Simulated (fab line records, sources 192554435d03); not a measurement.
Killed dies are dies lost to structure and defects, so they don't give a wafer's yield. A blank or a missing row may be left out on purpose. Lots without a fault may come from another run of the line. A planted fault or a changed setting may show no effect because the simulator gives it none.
fab line records | flow n5_finfet
record lots=6 wafers=18 last_day=19
route steps=1938 shown BEOL_M5@1119 PASSIVATION@1936
lots that met no fault: from a run of the same line without faults
start_h: hours from the record's first day to the start of the lot's first wafer shown | wait_h: hours since the lot's step before | " the same as in the row above | L1.1+2: a row that stands for several wafers | - no value, or no start given | * or withheld: withheld | < > ~ a bound
route shown NAME@n: a module of which the file shows steps, and the number in the route of the first | usual: mean/standard deviation of fault-free wafers | same: alike in all rows | chamber/n: place in a boat | sites: the reading at each site | _std_site: their standard deviation | _edge_site: outer sites' mean less inner sites' | radius_mm: how far each site lies from the wafer's centre | mask NAME#n: copy n | behind: the tool/chamber that last shaped the wafer | hold: why the lot was held/for how many hours/how that ended | device: the transistor (n, p or np) that didn't switch | end of line: the same wafers' tests at the end of the route | a step without rows: its recipe alone | killed: dies lost to structure and defects at the first sort, not the wafer's yield | map: a wafer's dies, x killed, . not, _ none there
set.NAME: the setting as run; set.NAME@STEP: as run at that earlier step | model.NAME: the simulator's own value behind a step, which no gauge read
lots at some steps of the route; a table a step, a row a wafer
services: from which hour (start_h, from the record's first day; less than 0 if before it) a tool's chamber was out of use, for how many hours, and why
## steps
# step N5_BEOL_M5_COAT_71
# recipe resist=underlayer temp_c=205 time_s=60 spin_rpm=1500 resist_thk_nm=5
# step N5_BEOL_M5_COAT_05
# recipe resist=CAR-EUV spin_rpm=1500 resist_thk_nm=30
# step N5_BEOL_M5_EBR_07
# recipe solvent=PGMEA ebr_width_mm=1.5
# step N5_BEOL_M5_SOFTBAKE_06
# recipe temp_c=110 time_s=60 resist=CAR-EUV
# step N5_BEOL_M5_EXPOSE_08
# recipe mask_id=M5 na=0.33 source_shape=annular sigma_inner=0.4 sigma_outer=0.8 polarization=unpolarized target_cd_nm=28 dose_mj=35.75
# step N5_BEOL_M5_PEB_09
# recipe peb_temp_c=100 peb_time_s=60 resist=CAR-EUV
# step N5_BEOL_M5_DEVELOP_10
# recipe develop_time_s=30 developer=TMAH resist=CAR-EUV rinse_liquid=surfactant_rinse dry=air_spin dev_temp_c=23
# step N5_BEOL_M5_CD_MEAS_11
# recipe target_cd_nm=27.74 landing_energy_ev=500 detector=se_inlens
# usual cd_nm=27.83/0.28
# same landing_energy_ev=500
# columns lot.wafer tool chamber start_h wait_h cd_nm
L131.1 cd_sem-02 0 212.00 - 28.03
L131.4 " 0 " " 27.65
L131.6 " 0 " " 27.45
L129.1 cd_sem-02 0 219.49 - 28.13
L129.2 " 0 " " 28.04
L129.5 " 0 " " 27.98
L136.1 cd_sem-01 0 253.38 - 27.81
L136.2 " 0 " " 27.56
L136.3 " 0 " " 27.44
L137.2 cd_sem-03 0 272.52 - 27.93
L137.4 " 0 " " 28.38
L137.6 " 0 " " 27.99
L141.2 cd_sem-02 0 280.94 - 27.32
L141.3 " 0 " " 27.98
L141.6 " 0 " " 27.85
L146.1 cd_sem-02 0 343.87 - 28.35
L146.2 " 0 " " 27.81
L146.6 " 0 " " 28.22
# step N5_BEOL_M5_OVL_MEAS_12
# recipe points_per_wafer=522
# usual M5_OVL=0.0/0.68
# columns lot.wafer tool chamber start_h wait_h M5_OVL[nm]
L131.1 overlay-01 0 212.03 0.0 -0.7
L131.4 " 0 " " -1.0
L131.6 " 0 " " -0.8
L129.1 overlay-02 0 219.52 0.0 -0.1
L129.2 " 0 " " 0.1
L129.5 " 0 " " -0.6
L136.1 overlay-02 0 253.41 0.0 0.3
L136.2 " 0 " " 0.8
L136.3 " 0 " " 0.3
L137.2 overlay-02 0 272.56 0.0 0.6
L137.4 " 0 " " 1.0
L137.6 " 0 " " 0.8
L141.2 overlay-02 0 280.98 0.0 0.5
L141.3 " 0 " " 0.6
L141.6 " 0 " " 1.4
L146.1 overlay-01 0 343.90 0.0 -0.6
L146.2 " 0 " " -0.3
L146.6 " 0 " " -0.4
# step N5_BEOL_M5_INSPECT_13
# recipe mode=adi inspect_instrument=brightfield
# usual raw_defect_count=402/100
# columns lot.wafer tool chamber start_h wait_h raw_defect_count
L131.1 defect_inspect-02 - 212.09 0.1 353
L131.4 " - " " 361
L131.6 " - " " 373
L129.1 defect_inspect-01 - 219.58 0.1 302
L129.2 " - " " 414
L129.5 " - " " 368
L136.1 defect_inspect-01 - 253.47 0.1 458
L136.2 " - " " 399
L136.3 " - " " 443
L137.2 defect_inspect-02 - 272.61 0.0 520
L137.4 " - " " 385
L137.6 " - " " 376
L141.2 defect_inspect-02 - 281.03 0.0 413
L141.3 " - " " 505
L141.6 " - " " 335
L146.1 defect_inspect-02 - 343.95 0.1 417
L146.2 " - " " 494
L146.6 " - " " 428
# step N5_BEOL_M5_DESCUM_16
# recipe chemistry=O2 time_s=7 source_power_w=50 bias_power_w=20 pressure_mtorr=20 rf_frequency_hz=2.712e+07 temp_c=40 resist=CAR-EUV o2_flow_sccm=225
# usual chamber_pressure_mTorr=19.999/0.018 drypump_motor_current_A=5.7/0.43 o2_flow_sccm=225.0/0.69 oes_product_au=0.79/0.1 rf_vpp_V=243.5/1.3 showerhead_plenum_p_Torr=2.11/0.076 throttle_valve_pct=20.4/0.31
# columns lot.wafer tool chamber start_h wait_h chamber_pressure_mTorr drypump_motor_current_A o2_flow_sccm oes_product_au rf_hours_counter_h rf_vpp_V showerhead_plenum_p_Torr throttle_valve_pct
L131.1 rie_diel-04 2 212.26 0.2 20.003 4.9 224.5 0.80 95 242.7 2.14 20.5
L131.4 " 3 " " 20.012 5.0 224.9 0.88 37 243.5 2.10 19.7
L131.6 " 0 " " 19.977 5.2 223.9 0.91 - 243.8 2.26 20.2
L129.1 rie_diel-02 3 219.62 0.0 20.013 5.4 224.8 0.86 46 244.1 2.23 20.3
L129.2 " 1 " " 20.020 5.8 224.9 0.71 192 242.7 2.16 20.6
L129.5 " 1 " " 19.970 5.7 224.4 0.71 - 245.5 2.16 20.6
L136.1 rie_diel-02 0 253.51 0.0 20.004 6.0 224.1 0.71 210 242.8 2.07 20.7
L136.2 " 1 " " 19.999 5.9 226.1 0.70 202 244.9 2.16 20.6
L136.3 " 3 " " 20.019 5.4 224.2 0.85 55 244.2 2.22 20.3
L137.2 rie_diel-02 3 272.64 0.0 19.990 5.4 225.5 0.85 62 246.1 2.22 20.3
L137.4 " 1 " " 20.016 5.8 225.1 0.70 209 244.3 2.15 20.7
L137.6 " 3 " " 20.014 5.4 224.5 0.84 - 244.9 2.22 20.3
L141.2 rie_diel-04 3 281.06 0.0 20.002 5.0 226.0 0.83 60 243.0 2.09 19.7
L141.3 " 0 " " 19.979 5.3 224.6 0.88 37 244.8 2.25 20.2
L141.6 " 3 " " 20.014 5.0 225.4 0.84 - 242.3 2.09 19.7
L146.1 rie_diel-05 1 343.99 0.0 20.003 5.5 225.7 0.98 3 244.0 2.04 20.2
L146.2 " 0 " " 20.002 6.5 226.8 0.67 243 244.8 2.14 20.8
L146.6 " 0 " " 20.011 6.5 225.7 0.67 - 244.4 2.14 20.8
# step N5_BEOL_M5_ETCH_72
# recipe chemistry=N2/H2 target=underlayer target_depth_a=65 mask_material=CAR-EUV time_s=5.2 ion_energy_ev=200 pressure_mtorr=30 source_w=840 bias_w=150 n2_flow_sccm=200 h2_flow_sccm=200 ends=cleared
# usual chamber_pressure_mTorr=30.00/0.04 drypump_motor_current_A=5.7/0.44 etch_rf_on_time_s=5.30/0.16 oes_product_au=0.68/0.091 rf_vpp_V=524.8/2.6 showerhead_plenum_p_Torr=2.58/0.081 throttle_valve_pct=17.9/0.32
# columns lot.wafer tool chamber start_h wait_h chamber_pressure_mTorr drypump_motor_current_A etch_rf_on_time_s oes_product_au rf_hours_counter_h rf_vpp_V showerhead_plenum_p_Torr throttle_valve_pct
L131.1 rie_diel-04 2 212.30 0.0 29.97 4.9 5.26 0.70 95 526.7 2.57 17.7
L131.4 " 3 " " 29.95 5.0 5.38 0.74 37 524.5 2.59 17.4
L131.6 " 0 " " 30.00 5.3 5.34 0.78 - 527.7 2.68 17.2
L129.1 rie_diel-02 3 219.65 0.0 30.03 5.4 5.22 0.73 46 529.2 2.71 17.8
L129.2 " 1 " " 29.99 5.9 5.35 0.60 192 525.0 2.65 18.3
L129.5 " 1 " " 29.94 5.8 5.37 0.60 - 527.3 2.65 18.3
L136.1 rie_diel-02 0 253.54 0.0 29.99 5.9 5.55 0.60 210 522.0 2.51 18.1
L136.2 " 1 " " 30.02 5.9 5.43 0.60 202 526.2 2.65 18.3
L136.3 " 3 " " 29.93 5.4 5.25 0.72 55 526.4 2.71 17.8
L137.2 rie_diel-02 3 272.68 0.0 29.98 5.4 5.22 0.72 62 528.2 2.71 17.8
L137.4 " 1 " " 30.08 5.8 5.37 0.60 209 527.3 2.64 18.4
L137.6 " 3 " " 30.02 5.4 5.16 0.72 - 527.3 2.71 17.8
L141.2 rie_diel-04 3 281.10 0.0 29.96 5.0 5.24 0.72 60 523.7 2.58 17.4
L141.3 " 0 " " 30.03 5.3 5.23 0.75 37 528.9 2.67 17.2
L141.6 " 3 " " 30.02 5.0 5.23 0.71 - 524.1 2.58 17.4
L146.1 rie_diel-05 1 344.02 0.0 29.99 5.5 5.30 0.84 3 522.8 2.52 17.8
L146.2 " 0 " " 30.07 6.4 5.29 0.59 243 528.8 2.60 18.2
L146.6 " 0 " " 29.99 6.4 5.28 0.58 - 525.3 2.60 18.2
# step N5_BEOL_M5_ETCH_61
# recipe chemistry=CF4 target=SiARC target_depth_a=156 mask_material=CAR-EUV time_s=26 ion_energy_ev=80 pressure_mtorr=40 source_w=545 bias_w=36 Ar_flow_sccm=100 cf4_flow_sccm=100 ends=cleared
# usual chamber_pressure_mTorr=40.00/0.036 drypump_motor_current_A=5.6/0.44 etch_rf_on_time_s=26.4/0.83 oes_product_au=0.68/0.092 rf_vpp_V=184.3/1.2 showerhead_plenum_p_Torr=2.16/0.069 throttle_valve_pct=15.58/0.3
# columns lot.wafer tool chamber start_h wait_h chamber_pressure_mTorr drypump_motor_current_A etch_rf_on_time_s oes_product_au rf_hours_counter_h rf_vpp_V showerhead_plenum_p_Torr throttle_valve_pct
L131.1 rie_diel-04 2 212.31 0.0 40.01 4.9 25.0 0.71 95 184.3 2.16 15.52
L131.4 " 3 " " 39.99 5.0 26.7 0.74 37 183.8 2.18 15.10
L131.6 " 0 " " 40.00 5.2 26.6 0.78 - 185.4 2.26 15.07
L129.1 rie_diel-02 3 219.67 0.0 39.98 5.4 25.8 0.74 46 185.8 2.26 15.38
L129.2 " 1 " " 40.03 5.8 26.1 0.61 192 184.1 2.21 15.89
L129.5 " 1 " " 39.99 5.8 26.1 0.61 - 185.0 2.21 15.87
L136.1 rie_diel-02 0 253.56 0.0 40.04 6.1 27.5 0.60 210 184.1 2.13 15.84
L136.2 " 1 " " 40.01 5.8 26.7 0.61 202 183.9 2.21 15.92
L136.3 " 3 " " 39.99 5.4 32.2 0.65 55 185.6 2.26 15.40
L137.2 rie_diel-02 3 272.69 0.0 40.00 5.4 25.8 0.72 62 185.6 2.25 15.42
L137.4 " 1 " " 40.02 5.9 26.6 0.60 209 185.0 2.21 15.92
L137.6 " 3 " " 40.04 5.4 32.3 0.64 - 184.8 2.25 15.40
L141.2 rie_diel-04 3 281.12 0.0 39.93 5.0 26.5 0.71 60 182.9 2.17 15.13
L141.3 " 0 " " 39.99 5.3 26.5 0.75 37 187.7 2.26 15.08
L141.6 " 3 " " 40.01 5.0 26.7 0.71 - 184.9 2.17 15.15
L146.1 rie_diel-05 1 344.04 0.0 40.02 5.5 26.7 0.82 3 184.6 2.09 15.27
L146.2 " 0 " " 40.01 6.5 27.4 0.57 243 183.0 2.19 16.00
L146.6 " 0 " " 40.02 6.5 27.2 0.57 - 185.2 2.19 15.97
# step N5_BEOL_M5_ETCH_62
# recipe chemistry=N2/H2 target=SOC target_depth_a=750 overetch_a=150 mask_material=SiARC temp_c=40 time_s=112.5 ion_energy_ev=200 pressure_mtorr=30 source_w=840 bias_w=150 n2_flow_sccm=200 h2_flow_sccm=200
# usual chamber_pressure_mTorr=29.996/0.026 drypump_motor_current_A=5.7/0.44 oes_product_au=0.63/0.078 rf_vpp_V=524.7/2.3 showerhead_plenum_p_Torr=2.58/0.081 throttle_valve_pct=17.9/0.33
# columns lot.wafer tool chamber start_h wait_h chamber_pressure_mTorr drypump_motor_current_A oes_product_au rf_hours_counter_h rf_vpp_V showerhead_plenum_p_Torr throttle_valve_pct
L131.1 rie_diel-04 2 212.34 0.0 29.979 4.9 0.63 95 524.2 2.57 17.7
L131.4 " 3 " " 29.956 5.0 0.70 37 525.1 2.59 17.4
L131.6 " 0 " " 30.006 5.3 0.73 - 528.0 2.68 17.1
L129.1 rie_diel-02 3 219.70 0.0 29.972 5.4 0.69 46 526.3 2.71 17.7
L129.2 " 1 " " 30.009 5.8 0.58 192 525.4 2.65 18.3
L129.5 " 1 " " 29.984 5.8 0.57 - 527.3 2.65 18.3
L136.1 rie_diel-02 0 253.59 0.0 29.989 6.0 0.58 210 523.1 2.51 18.0
L136.2 " 1 " " 30.001 5.8 0.57 202 526.0 2.65 18.3
L136.3 " 3 " " 30.001 5.4 0.68 55 527.7 2.71 17.8
L137.2 rie_diel-02 3 272.72 0.0 30.046 5.4 0.67 62 527.2 2.71 17.8
L137.4 " 1 " " 29.989 5.8 0.56 209 525.4 2.64 18.3
L137.6 " 3 " " 29.977 5.4 0.67 - 528.2 2.71 17.8
L141.2 rie_diel-04 3 281.14 0.0 30.006 5.0 0.66 60 525.1 2.58 17.4
L141.3 " 0 " " 30.048 5.3 0.69 37 527.5 2.67 17.2
L141.6 " 3 " " 30.004 5.0 0.67 - 525.8 2.58 17.4
L146.1 rie_diel-05 1 344.07 0.0 29.984 5.6 0.76 3 520.4 2.52 17.7
L146.2 " 0 " " 30.012 6.5 0.54 243 525.6 2.60 18.2
L146.6 " 0 " " 29.960 6.5 0.55 - 524.8 2.60 18.2
# step N5_PASSIVATION_PROBE_49
# usual defect_limited_yield=91.5/1.7 killed_at_M0_to_M3=33/11 killed_at_M4_up=13/5.2 killed_at_contacts=11/5.7 killed_at_front_end=39/11 killed_at_other=4/3 killed_dies=101/20 killed_open=66/15 killed_short=33/8.4 sort_bin_5_function=5.0/1.1 sort_bin_6_memory=3.2/0.69 sort_n_pass=1078/20 sort_yield_pct=91.4/1.7
# same gross_dies=1180 killed_at_back_side=0 sort_bin_4_leakage[%]=0 sort_bin_8_speed[%]=0
# columns lot.wafer tool chamber start_h wait_h defect_limited_yield[%] killed_at_M0_to_M3 killed_at_M4_up killed_at_contacts killed_at_front_end killed_at_other killed_dies killed_open killed_short sort_bin_5_function[%] sort_bin_6_memory[%] sort_n_pass sort_yield_pct[%]
L131.1 prober-01 - 315.61 0.0 91.1 53 8 11 28 5 105 63 40 5.1 3.6 1075 91.1
L131.4 prober-01 - 315.76 0.2 93.8 22 9 19 21 2 73 53 20 3.5 2.6 1107 93.8
L131.6 prober-01 - 315.86 0.3 91.8 45 8 9 34 1 97 63 33 4.8 3.2 1083 91.8
L129.1 prober-01 - 319.97 0.0 90.8 30 20 18 37 3 108 74 31 5.7 3.0 1072 90.8
L129.2 prober-01 - 320.02 0.1 91.7 32 15 9 40 2 98 53 43 4.7 3.3 1082 91.7
L129.5 prober-01 - 320.17 0.2 92.3 32 14 11 32 2 91 59 31 4.2 3.1 1089 92.3
L137.2 prober-02 - 371.51 0.1 91.6 39 4 5 51 0 99 62 36 5.1 2.9 1081 91.6
L137.4 prober-02 - 371.61 0.2 92.9 41 12 8 21 2 84 58 24 4.0 2.7 1096 92.9
L137.6 prober-02 - 371.71 0.3 91.2 56 7 7 33 1 104 72 31 5.3 3.1 1076 91.2
L141.2 prober-02 - 382.07 0.1 89.7 54 14 6 46 1 121 75 46 6.0 4.1 1059 89.7
L141.3 prober-02 - 382.12 0.1 91.5 27 14 9 43 7 100 56 44 4.8 3.1 1080 91.5
L141.6 prober-02 - 382.27 0.3 91.9 43 8 9 35 1 96 62 33 4.6 3.2 1084 91.9
# killed by level:class
L131.1 BEOL_M0_SAQP:geometric_particle:short=12 BEOL_M2:geometric_particle:open=10 BEOL_M0_SAQP:geometric_particle:open=8 MOL_CONTACT_COAG:geometric_particle:open=8 BEOL_M1:geometric_particle:open=8 DUMMY_GATE:geometric_particle:open=7 GATE_CUT:geometric_particle:short=5 BEOL_M2:geometric_particle:short=4
L131.4 MOL_CONTACT_COAG:geometric_particle:open=17 FIN_SAQP:geometric_particle:open=5 DUMMY_GATE:geometric_particle:open=5 BEOL_M0_SAQP:geometric_particle:open=5 BEOL_M0_SAQP:geometric_particle:short=5 BEOL_M4:geometric_particle:short=5 BEOL_M1:geometric_particle:open=4 GATE_CUT:geometric_particle:open=3
L131.6 BEOL_M3:geometric_particle:open=12 BEOL_M2:geometric_particle:open=11 MOL_CONTACT_COAG:geometric_particle:open=8 FIN_SAQP:geometric_particle:short=6 BEOL_M0_SAQP:geometric_particle:open=6 BEOL_M1:geometric_particle:open=6 FIN_SAQP:geometric_particle:open=5 DUMMY_GATE:geometric_particle:open=5
L129.1 BEOL_M4:geometric_particle:open=15 MOL_CONTACT_COAG:geometric_particle:open=14 BEOL_M3:geometric_particle:open=9 FIN_SAQP:geometric_particle:open=7 BEOL_M0_SAQP:geometric_particle:short=6 ILD0:geometric_particle:open=5 GATE_CUT:geometric_particle:short=5 FIN_SAQP:geometric_particle:short=4
L129.2 GATE_CUT:geometric_particle:short=13 FIN_SAQP:geometric_particle:open=9 BEOL_M3:geometric_particle:open=9 MOL_CONTACT_COAG:geometric_particle:open=7 BEOL_M0_SAQP:geometric_particle:short=7 DUMMY_GATE:geometric_particle:short=4 BEOL_M0_SAQP:geometric_particle:open=4 BEOL_M1:geometric_particle:short=4
L129.5 GATE_CUT:geometric_particle:short=9 BEOL_M2:geometric_particle:open=9 MOL_CONTACT_COAG:geometric_particle:open=8 BEOL_M1:geometric_particle:open=7 BEOL_M4:geometric_particle:open=7 GATE_CUT:geometric_particle:open=5 BEOL_M3:geometric_particle:open=5 BEOL_M0_SAQP:geometric_particle:short=3
L137.2 FIN_SAQP:geometric_particle:short=13 BEOL_M2:geometric_particle:open=13 BEOL_M3:geometric_particle:open=9 STI_FIN_REVEAL:geometric_particle:open=8 FIN_SAQP:geometric_particle:open=7 DUMMY_GATE:geometric_particle:open=5 MOL_CONTACT_COAG:geometric_particle:open=5 BEOL_M0_SAQP:geometric_particle:short=5
L137.4 BEOL_M3:geometric_particle:open=13 GATE_CUT:geometric_particle:short=7 MOL_CONTACT_COAG:geometric_particle:open=7 BEOL_M1:geometric_particle:open=7 STI_FIN_REVEAL:geometric_particle:open=6 BEOL_M0_SAQP:geometric_particle:short=6 BEOL_M4:geometric_particle:open=6 BEOL_M0_SAQP:geometric_particle:open=5
L137.6 STI_FIN_REVEAL:geometric_particle:open=15 BEOL_M2:geometric_particle:open=15 BEOL_M3:geometric_particle:open=14 BEOL_M0_SAQP:geometric_particle:open=10 BEOL_M0_SAQP:geometric_particle:short=6 MOL_CONTACT_COAG:geometric_particle:open=4 STI_FIN_REVEAL:geometric_particle:short=3 DUMMY_GATE:geometric_particle:short=3
L141.2 BEOL_M0_SAQP:geometric_particle:short=21 FIN_SAQP:geometric_particle:open=13 BEOL_M0_SAQP:geometric_particle:open=12 FIN_SAQP:geometric_particle:short=9 BEOL_M0:geometric_particle:open=7 BEOL_M2:geometric_particle:open=7 GATE_CUT:geometric_particle:short=6 BEOL_M5:geometric_particle:open=6
L141.3 FIN_SAQP:geometric_particle:open=12 FIN_SAQP:geometric_particle:short=11 GATE_CUT:geometric_particle:short=9 MOL_CONTACT_COAG:geometric_particle:open=8 BEOL_M2:geometric_particle:open=7 BEOL_M0_SAQP:geometric_particle:short=7 PAD_METAL:geometric_particle:short=6 BEOL_M3:geometric_particle:open=5
L141.6 BEOL_M0_SAQP:geometric_particle:open=15 BEOL_M0_SAQP:geometric_particle:short=11 FIN_SAQP:geometric_particle:short=8 MOL_CONTACT_COAG:geometric_particle:open=7 BEOL_M2:geometric_particle:open=6 FIN_SAQP:geometric_particle:open=5 BEOL_M3:geometric_particle:open=5 ILD0:geometric_particle:open=4
## services
# columns tool chamber start_h hours kind
rie_diel-04 1 190.80 1.3 repair
rie_diel-02 2 204.99 - clean
rie_diel-02 2 204.99 - consumable_replace:focus_ring
rie_diel-02 2 204.99 19.7 scheduled_down
rie_diel-02 2 204.99 19.7 vent_cycle
rie_diel-05 3 222.62 - clean
rie_diel-05 3 222.62 - consumable_replace:focus_ring
rie_diel-05 3 222.62 24.3 scheduled_down
rie_diel-05 3 222.62 24.3 vent_cycle
rie_diel-05 - 229.87 0.2 repair
rie_diel-04 1 253.38 - clean
rie_diel-04 1 253.38 - consumable_replace:focus_ring
rie_diel-04 1 253.38 - consumable_replace:showerhead
rie_diel-04 1 253.38 17.5 scheduled_down
rie_diel-04 1 253.38 17.5 vent_cycle
rie_diel-02 2 266.68 5.1 repair
rie_diel-05 1 305.69 - clean
rie_diel-05 1 305.69 - consumable_replace:focus_ring
rie_diel-05 1 305.69 27.6 scheduled_down
rie_diel-05 1 305.69 27.6 vent_cycle
rie_diel-05 - 319.34 2.8 pm
rie_diel-04 0 324.21 1.2 repair
rie_diel-02 - 330.92 3.4 repair
## key
first_sign step=N5_BEOL_M5_ETCH_61 reading=etch_rf_on_time_s direction=up sigmas=7 usual=* struck=*
effect none on later readings
met_at N5_BEOL_M5_ETCH_61
struck_wafers L136.3,L137.6
onset_between 219.67 253.56
fault kind=process_parameter_drift tool=rie_diel-02 chamber=- onset_h=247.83 steps=N5_BEOL_M5_ETCH_61 channel=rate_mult offset=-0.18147 shape=step end_h=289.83 scope=struck_wafers_only
